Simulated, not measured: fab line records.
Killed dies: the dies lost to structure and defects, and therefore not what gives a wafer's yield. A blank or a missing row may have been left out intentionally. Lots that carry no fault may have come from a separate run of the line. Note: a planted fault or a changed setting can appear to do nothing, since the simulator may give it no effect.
What tool caused it?	flow nandHarc	36 wafers sampled from 12 lots at 1 step of a route of 1159

WHAT THE GAUGES READ, wafer by wafer
NHARC_P_ZERO_WELL_CD_MEAS_11 targets a cd of 500 nm.
lot	measured	on	cdNm (nm)
L075	day 1 19:07	cdSem-01	498.6 497.7 501.4
L077	day 2 07:14	cdSem-03	504.3 498.3 500.4
L079	day 2 19:14	cdSem-03	499.4 500.0 498.1
L081	day 3 07:14	cdSem-01	503.7 502.5 500.5
L083	day 3 19:16	cdSem-01	499.8 500.5 503.4
L085	day 4 07:14	cdSem-01	498.5 497.5 498.3
L087	day 4 19:07	cdSem-03	500.4 501.7 502.0
L089	day 5 07:15	cdSem-02	498.4 499.1 501.2
L091	day 5 19:14	cdSem-01	502.8 500.1 498.8
L093	day 6 07:14	cdSem-01	500.6 497.3 500.6
L095	day 6 19:14	cdSem-01	498.0 499.7 500.1
L097	day 7 07:11	cdSem-03	501.0 496.3 498.6

WHAT TOOL EACH LOT RAN ON (gives the tool, then ch and the chambers of the sampled wafers, and finally the start)
There is no process step in the record ahead of these readings.

THE ANSWER, worked out from the rows above alone
Rule: the usual values come from the lots themselves. The widest of any qualifying gaps counts: lots, ordered by their means at a reading, are off when they make up no more than a third of the lots, leave a main group of 4 or more, and stand apart from it by 3 or more times the standard deviation of that group's means. A main group is skipped when, at the precision printed for the reading in the tables above, its means are all equal. Also off: a lot with no number at a reading for which 4 or more lots have one. Any other lot the step has rows for is counted as sound.
Across all readings shown, no lot is off: no conclusion can be drawn from this.

WHAT THE SIMULATOR PUT IN
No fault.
